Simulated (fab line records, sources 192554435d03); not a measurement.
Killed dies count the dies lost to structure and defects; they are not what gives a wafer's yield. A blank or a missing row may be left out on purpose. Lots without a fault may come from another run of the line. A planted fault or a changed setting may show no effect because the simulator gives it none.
Lot-split experiment    flow n5Finfet    route with 1938 steps; 7 lots, 21 wafers read

ABOUT THE SPLIT
At N5_BEOL_M7_ETCH_62 (etches SOC in N2/H2, target depth 110 nm, overetch 22 nm, time 165 s), the setting sourceW was moved away from the recipe's 840 W on 6 of the 21 wafers read, by -10.5% to +16.6%. This setting was run at the recipe's value on the other wafers.

Reading taken at the split's own step.

THE READING
rfVppV, in V, at N5_BEOL_M7_ETCH_62 (etches SOC in N2/H2, target depth 110 nm, overetch 22 nm, time 165 s). A value of 523.0 V with a standard deviation of 2.4 V is what fault-free wafers of this fab line usually give.

wafer   tool, chamber at the split  sourceW as run, W  against the recipe  rfVppV, V  against lot-mates on the recipe
L074.2  rieDiel-02, 1               959.8              +14.3%              498.2      -27.4
L074.3  rieDiel-02, 2               959.8              +14.3%              498.7      -26.9
L074.6  rieDiel-02, 0               840                recipe              525.6      -
L081.3  rieDiel-03, 3               840                recipe              524.2      -
L081.4  rieDiel-03, 1               751.7              -10.5%              543.5      +19.3
L081.6  rieDiel-03, 0               751.7              -10.5%              545.9      +21.7
L084.1  rieDiel-03, 2               840                recipe              521.3      -
L084.3  rieDiel-03, 3               840                recipe              527.6      -
L084.4  rieDiel-03, 1               840                recipe              521.5      -
L087.1  rieDiel-05, 0               840                recipe              523.5      -
L087.2  rieDiel-05, 3               979.7              +16.6%              498.5      -25.3
L087.5  rieDiel-05, 1               840                recipe              524.1      -
L090.2  rieDiel-05, 2               775.9              -7.6%               535.2      +12.0
L090.5  rieDiel-05, 1               840                recipe              523.7      -
L090.6  rieDiel-05, 0               840                recipe              522.7      -
L093.2  rieDiel-05, 2               840                recipe              522.9      -
L093.3  rieDiel-05, 1               840                recipe              522.8      -
L093.4  rieDiel-05, 3               840                recipe              521.7      -
L091.1  rieDiel-02, 0               840                recipe              523.2      -
L091.3  rieDiel-02, 2               840                recipe              521.1      -
L091.6  rieDiel-02, 0               840                recipe              525.2      -

THE FIT
A straight line over all 21 wafers: rfVppV changes by -1.74 V for each +1% of sourceW; r = -0.99; the points scatter about the line by 2.1 V.
The same after taking each lot's own level away (the mean of its wafers on the recipe; 21 wafers): -1.79 V for each +1%; r = -0.99; scatter 1.9 V.
The reading moves by 30 V for the largest change in sourceW, on that fit.
Across the lots, their own levels run from 522.47 to 525.60 V, a range of 1.3 times the standard deviation given above.
The two slopes agree, so the slope changes little with the lot-to-lot level.
Check: with one of the wafers moved furthest among these (+16.6%) left out of the fit, the line predicts -31.5 V for it against its lot-mates. Against them it came out at -25.3 V.
Tool readings at the split's step, against how far the setting was moved: rfVppV r = -0.99.

THE OTHER SPLITS THESE WAFERS WENT THROUGH
Before the reading, these wafers also passed through other splits. Each is held against what the fit with the lots' levels taken away leaves over:
other split on the same wafers  wafers away from the commonest value  r with rfVppV (lot level and that fit taken away)
N5_BEOL_M6_COAT_64 spinRpm      7                                     -0.41
N5_BEOL_M7_ETCH_61 sourceW      6                                     +0.29

FILE'S OWN FIT
rfVppV changes by -1.72 V for each +1% of sourceW, r = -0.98.
